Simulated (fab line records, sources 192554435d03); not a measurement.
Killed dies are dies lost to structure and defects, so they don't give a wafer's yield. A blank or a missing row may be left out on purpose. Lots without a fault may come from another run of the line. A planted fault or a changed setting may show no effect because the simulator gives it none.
fab line records | flow n5_finfet
record lots=4 wafers=12 last_day=17
route steps=1938 shown MOL_CONTACT_COAG@581
lots that met no fault: from a run of the same line without faults
start_h: hours from the record's first day to the start of the lot's first wafer shown | wait_h: hours since the lot's step before | " the same as in the row above | L1.1+2: a row that stands for several wafers | - no value, or no start given | * or withheld: withheld | < > ~ a bound
route shown NAME@n: a module of which the file shows steps, and the number in the route of the first | usual: mean/standard deviation of fault-free wafers | same: alike in all rows | chamber/n: place in a boat | sites: the reading at each site | _std_site: their standard deviation | _edge_site: outer sites' mean less inner sites' | radius_mm: how far each site lies from the wafer's centre | mask NAME#n: copy n | behind: the tool/chamber that last shaped the wafer | hold: why the lot was held/for how many hours/how that ended | device: the transistor (n, p or np) that didn't switch | end of line: the same wafers' tests at the end of the route | a step without rows: its recipe alone | killed: dies lost to structure and defects at the first sort, not the wafer's yield | map: a wafer's dies, x killed, . not, _ none there
set.NAME: the setting as run; set.NAME@STEP: as run at that earlier step | model.NAME: the simulator's own value behind a step, which no gauge read
lots at some steps of the route; a table a step, a row a wafer
services: from which hour (start_h, from the record's first day; less than 0 if before it) a tool's chamber was out of use, for how many hours, and why
## steps
# step N5_MOL_CONTACT_COAG_ETCH_91
# recipe chemistry=N2/H2 target=SOC target_depth_a=600 overetch_a=210 mask_material=SiARC temp_c=40 time_s=101.2 ion_energy_ev=200 pressure_mtorr=30 source_w=840 bias_w=150 n2_flow_sccm=200 h2_flow_sccm=200
# step N5_MOL_CONTACT_COAG_STRIP_92
# recipe chemistry=N2/H2 temp_c=40 n2_flow_sccm=200 h2_flow_sccm=200 rf_frequency_hz=6e+07
# step N5_MOL_CONTACT_COAG_STRIP_93
# recipe chemistry=N2/H2 temp_c=40 n2_flow_sccm=200 h2_flow_sccm=200 rf_frequency_hz=6e+07
# step N5_MOL_CONTACT_COAG_ETCHBACK_135
# recipe chemistry=CHF3 target=SiO2 target_depth_a=250 time_s=16.7 ion_energy_ev=200 pressure_mtorr=30 source_w=610 bias_w=170 Ar_flow_sccm=200 CHF3_flow_sccm=50
# step N5_MOL_CONTACT_COAG_STRIP_118
# recipe chemistry=CHF3 resist=SiARC rf_frequency_hz=6e+07
# step N5_MOL_CONTACT_COAG_VIA_ETCH_46
# recipe chemistry=C4F6/O2 target_depth_a=460 overetch_a=92 mask_material=SOC target=SiO2 bias_w=455 pressure_mtorr=10 time_s=40 source_w=325 Ar_flow_sccm=300 C4F6_flow_sccm=10 O2_flow_sccm=10 ion_energy_ev=575.3 ends=end_point
# step N5_MOL_CONTACT_COAG_STRIP_96
# recipe chemistry=N2/H2 power_w=500 temp_c=40 pressure_mtorr=50 rf_frequency_hz=6e+07 overash_fraction=0.3 bias_power_w=28 h2_frac=0.5 n2_flow_sccm=300 h2_flow_sccm=300
# step N5_MOL_CONTACT_COAG_ETCH_47
# recipe chemistry=CH3F/O2 target=SiNx target_depth_a=270 mask_material=SiO2 stop_on=W over_etch_frac=0.2 ion_energy_ev=120 endpoint=OES-CN pressure_mtorr=30 source_w=395 bias_w=73 Ar_flow_sccm=150 CH3F_flow_sccm=30 O2_flow_sccm=20 ends=end_point
# step N5_MOL_CONTACT_COAG_STRIP_119
# recipe chemistry=N2/H2 time_s=30 power_w=1000 temp_c=250 pressure_mtorr=withheld n2_flow_sccm=1750 h2_flow_sccm=3250
# step N5_MOL_CONTACT_COAG_PRECLEAN_144
# recipe chemistry=alkaline_clean temp_c=60 time_s=60 do_ppb=50
# step N5_MOL_CONTACT_COAG_SRD_145
# recipe dry=ipa_marangoni time_s=30 temp_c=23 rinse_liquid=diw
# step N5_MOL_CONTACT_COAG_COAT_62
# recipe resist=SOC temp_c=250 time_s=60 spin_rpm=1500 resist_thk_nm=60
# usual resist_line_temp_C=22.98/0.11 spin_speed_rpm=1499.9/1.1
# same time_s=60
# columns lot.wafer tool chamber start_h wait_h resist_line_temp_C spin_speed_rpm model.SOC_of_MOL_CONTACT_COAG_COAT_62.thk_nm
L474.4 litho_track-03 0 134.38 0.0 23.01 1501.2 59.8
L474.5 " 0 " " 23.04 1501.0 59.8
L474.6 " 0 " " 23.01 1498.6 59.8
L483.2 litho_track-03 0 189.24 0.0 22.89 1582.3 58.8
L483.5 " 0 " " 22.99 1581.6 58.6
L483.6 " 0 " " 22.91 1581.0 58.6
L485.1 litho_track-03 0 199.08 0.0 23.10 1579.6 58.6
L485.2 " 0 " " 22.86 1581.0 58.4
L485.5 " 0 " " 23.03 1582.8 58.4
L489.1 litho_track-01 0 232.97 0.0 23.06 1499.5 60
L489.2 " 0 " " 23.01 1497.9 60
L489.4 " 0 " " 23.01 1499.9 60.2
# step N5_MOL_CONTACT_COAG_COAT_63
# recipe resist=SiARC temp_c=220 time_s=60 spin_rpm=1500 resist_thk_nm=10
# step N5_MOL_CONTACT_COAG_COAT_64
# recipe resist=underlayer temp_c=205 time_s=60 spin_rpm=1500 resist_thk_nm=10
# step N5_MOL_CONTACT_COAG_COAT_34
# recipe resist=CAR-EUV spin_rpm=1500 resist_thk_nm=40
# step N5_MOL_CONTACT_COAG_EBR_36
# recipe solvent=PGMEA ebr_width_mm=1.5
# step N5_MOL_CONTACT_COAG_SOFTBAKE_35
# recipe temp_c=110 time_s=60 resist=CAR-EUV
# step N5_MOL_CONTACT_COAG_EXPOSE_37
# recipe mask_id=VD na=0.33 source_shape=annular sigma_inner=0.3 sigma_outer=0.7 polarization=unpolarized defocus_nm=0 dose_mj=62
# step N5_MOL_CONTACT_COAG_PEB_38
# recipe peb_temp_c=100 peb_time_s=60 resist=CAR-EUV
# step N5_MOL_CONTACT_COAG_DEVELOP_39
# recipe develop_time_s=30 developer=TMAH resist=CAR-EUV rinse_liquid=surfactant_rinse dry=air_spin dev_temp_c=23
# step N5_MOL_CONTACT_COAG_DESCUM_45
# recipe chemistry=O2 time_s=7 source_power_w=50 bias_power_w=20 pressure_mtorr=20 rf_frequency_hz=2.712e+07 temp_c=40 resist=CAR-EUV o2_flow_sccm=225
# step N5_MOL_CONTACT_COAG_ETCH_65
# recipe chemistry=N2/H2 target=underlayer target_depth_a=130 mask_material=CAR-EUV time_s=10.4 ion_energy_ev=200 pressure_mtorr=30 source_w=840 bias_w=150 n2_flow_sccm=200 h2_flow_sccm=200 ends=cleared
# step N5_MOL_CONTACT_COAG_ETCH_66
# recipe chemistry=CF4 target=SiARC target_depth_a=130 mask_material=CAR-EUV time_s=21.7 ion_energy_ev=80 pressure_mtorr=40 source_w=545 bias_w=36 Ar_flow_sccm=100 cf4_flow_sccm=100 ends=cleared
# step N5_MOL_CONTACT_COAG_ALD_133
# recipe material=SiO2 target_thk_a=50 temp_c=100 ald_precursor_family=BDEAS ald_co_reactant=O2-plasma pulse_time_s=1 co_reactant_pulse_time_s=1 purge_time_s=2 co_reactant_purge_time_s=2 ald_cycles=35 pressure_torr=2
# step N5_MOL_CONTACT_COAG_ETCHBACK_134
# recipe chemistry=CHF3 target=SiO2 target_depth_a=100 time_s=6.7 ion_energy_ev=200 pressure_mtorr=30 source_w=610 bias_w=170 Ar_flow_sccm=200 CHF3_flow_sccm=50
# step N5_MOL_CONTACT_COAG_ETCH_67
# recipe chemistry=N2/H2 target=SOC target_depth_a=600 overetch_a=210 mask_material=SiARC temp_c=40 time_s=101.2 ion_energy_ev=200 pressure_mtorr=30 source_w=840 bias_w=150 n2_flow_sccm=200 h2_flow_sccm=200
# usual drypump_motor_current_A=5.7/0.4 oes_product_au=0.67/0.084 rf_vpp_V=523/3.2 showerhead_plenum_p_Torr=2.53/0.12 throttle_valve_pct=17.81/0.26
# same time_s=101.2
# columns lot.wafer tool chamber start_h wait_h drypump_motor_current_A oes_product_au rf_hours_counter_h rf_vpp_V showerhead_plenum_p_Torr throttle_valve_pct model.etch.depth_nm
L474.4 rie_diel-05 3 135.29 0.0 5.6 0.80 - 521 2.50 18.00 59.8
L474.5 " 1 " " 6.1 0.65 - 526 2.65 17.81 59.86
L474.6 " 2 " " 5.5 0.63 - 518 2.33 17.69 59.9
L483.2 rie_diel-02 2 190.00 0.0 5.6 0.56 244 523 2.52 18.17 58.71
L483.5 " 3 " " 6.6 0.57 - 523 2.52 17.82 58.57
L483.6 " 0 " " 6.1 0.57 - 521 2.42 17.74 58.56
L485.1 rie_diel-05 1 199.96 0.0 6.1 0.62 163 528 2.64 17.86 58.52
L485.2 " 0 " " 5.1 0.75 14 525 2.62 17.35 58.33
L485.5 " 2 " " 5.5 0.60 - 518 2.32 17.73 58.49
L489.1 rie_diel-05 3 234.08 0.0 5.5 0.74 36 522 2.49 18.06 60.01
L489.2 " 1 " " 6.1 0.63 179 527 2.63 17.88 60.02
L489.4 " 2 " " 5.5 0.61 193 519 2.32 17.76 60.25
# step N5_MOL_CONTACT_COAG_STRIP_68
# recipe chemistry=N2/H2 temp_c=40 n2_flow_sccm=200 h2_flow_sccm=200 rf_frequency_hz=6e+07
# step N5_MOL_CONTACT_COAG_STRIP_69
# recipe chemistry=N2/H2 temp_c=40 n2_flow_sccm=200 h2_flow_sccm=200 rf_frequency_hz=6e+07
# step N5_MOL_CONTACT_COAG_ETCHBACK_136
# recipe chemistry=CHF3 target=SiO2 target_depth_a=250 time_s=16.7 ion_energy_ev=200 pressure_mtorr=30 source_w=610 bias_w=170 Ar_flow_sccm=200 CHF3_flow_sccm=50
# step N5_MOL_CONTACT_COAG_STRIP_120
# recipe chemistry=CHF3 resist=SiARC rf_frequency_hz=6e+07
# step N5_MOL_CONTACT_COAG_VIA_ETCH_117
# recipe chemistry=C4F6/O2 target_depth_a=400 overetch_a=80 mask_material=SOC target=SiO2 bias_w=455 pressure_mtorr=10 time_s=26 source_w=325 Ar_flow_sccm=300 C4F6_flow_sccm=10 O2_flow_sccm=10 ion_energy_ev=575.3 ends=end_point
# step N5_MOL_CONTACT_COAG_ETCH_124
# recipe chemistry=CH3F/O2 target=SiNx target_depth_a=65 mask_material=SOC stop_on=SiOC over_etch_frac=0.3 ion_energy_ev=120 pressure_mtorr=30 source_w=395 bias_w=73 Ar_flow_sccm=150 CH3F_flow_sccm=30 O2_flow_sccm=20 ends=end_point
# step N5_MOL_CONTACT_COAG_ETCH_48
# recipe chemistry=C4F6/O2 target_depth_a=150 overetch_a=45 mask_material=SOC target=SiOC bias_w=465 pressure_mtorr=10 time_s=17 source_w=335 Ar_flow_sccm=300 C4F6_flow_sccm=10 O2_flow_sccm=10 ion_energy_ev=576
# usual drypump_motor_current_A=5.7/0.4 oes_product_au=0.67/0.092 rf_vpp_V=1564/40 showerhead_plenum_p_Torr=2.82/0.12 throttle_valve_pct=40.6/0.39
# same time_s=17
# columns lot.wafer tool chamber start_h wait_h drypump_motor_current_A oes_product_au rf_hours_counter_h rf_vpp_V showerhead_plenum_p_Torr throttle_valve_pct model.SOC_of_MOL_CONTACT_COAG_COAT_62.thk_nm
L474.4 rie_diel-05 3 135.47 0.0 5.6 0.77 - 1553 2.82 41.1 45
L474.5 " 1 " " 6.2 0.62 - 1591 2.95 40.6 45.8
L474.6 " 2 " " 5.5 0.57 - 1584 2.59 40.1 45.8
L483.2 rie_diel-02 2 190.19 0.0 5.6 0.60 244 1513 2.79 40.8 44.6
L483.5 " 3 " " 6.5 0.56 - 1544 2.84 41.0 45.2
L483.6 " 0 " " 6.1 0.55 - 1511 2.72 40.8 44.6
L485.1 rie_diel-05 1 200.15 0.0 6.1 0.64 163 1591 2.93 40.7 44.6
L485.2 " 0 " " 5.1 0.84 15 1483 2.93 39.8 43.6
L485.5 " 2 " " 5.4 0.62 - 1585 2.58 40.2 44.6
L489.1 rie_diel-05 3 234.27 0.0 5.5 0.72 36 1550 2.81 41.1 45.4
L489.2 " 1 " " 6.2 0.62 179 1589 2.93 40.7 46.2
L489.4 " 2 " " 5.4 0.53 193 1584 2.58 40.1 46.4
# step N5_MOL_CONTACT_COAG_STRIP_72
# recipe chemistry=N2/H2 power_w=450 temp_c=40 pressure_mtorr=20 rf_frequency_hz=6e+07 overash_fraction=3 bias_power_w=7 h2_frac=0.5 n2_flow_sccm=200 h2_flow_sccm=200
## services
# columns tool chamber start_h hours kind
rie_diel-05 0 132.26 - clean
rie_diel-05 0 132.26 - consumable_replace:focus_ring
rie_diel-05 0 132.26 24.3 scheduled_down
rie_diel-05 0 132.26 24.3 vent_cycle
rie_diel-02 1 136.01 - clean
rie_diel-02 1 136.01 - consumable_replace:focus_ring
rie_diel-02 1 136.01 16.5 scheduled_down
rie_diel-02 1 136.01 16.5 vent_cycle
rie_diel-05 - 138.50 4.3 pm
litho_track-01 - 145.75 - consumable_replace:filter
rie_diel-05 - 164.14 0.3 repair
rie_diel-05 - 171.64 2.2 repair
rie_diel-02 3 173.21 5.4 repair
rie_diel-05 3 201.47 13.7 repair
rie_diel-02 2 205.13 - clean
rie_diel-02 2 205.13 - consumable_replace:focus_ring
rie_diel-02 2 205.13 22.7 scheduled_down
rie_diel-02 2 205.13 22.7 vent_cycle
rie_diel-05 2 219.41 2.6 repair
rie_diel-02 3 230.91 5.1 repair
## key
first_sign step=N5_MOL_CONTACT_COAG_COAT_62 reading=spin_speed_rpm direction=up sigmas=72 usual=* struck=*
effect none on later readings
model_effect step=N5_MOL_CONTACT_COAG_COAT_62 value=SOC_of_MOL_CONTACT_COAG_COAT_62.thk_nm without=60.07 struck=58.57
model_effect step=N5_MOL_CONTACT_COAG_ETCH_67 value=etch.depth_nm without=60.09 struck=58.53
model_effect step=N5_MOL_CONTACT_COAG_ETCH_48 value=SOC_of_MOL_CONTACT_COAG_COAT_62.thk_nm without=46.1 struck=44.53
met_at N5_MOL_CONTACT_COAG_COAT_62
struck_wafers L483.2,L483.5,L483.6,L485.1,L485.2,L485.5
tester_left_out L483,L485
onset_between 134.38 189.24
fault kind=process_parameter_drift tool=litho_track-03 chamber=- onset_h=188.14 steps=N5_MOL_CONTACT_COAG_COAT_62 channel=spin_rpm offset=* shape=step end_h=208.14 acts_in=* stated=*
# tester_left_out: of these lots the tester's yield and bins aren't shown, on N5 and GAA mostly nor the transistor test; their killed dies are dies lost to structure and defects alone, not to doping, threshold or leakage, so they don't give the yield
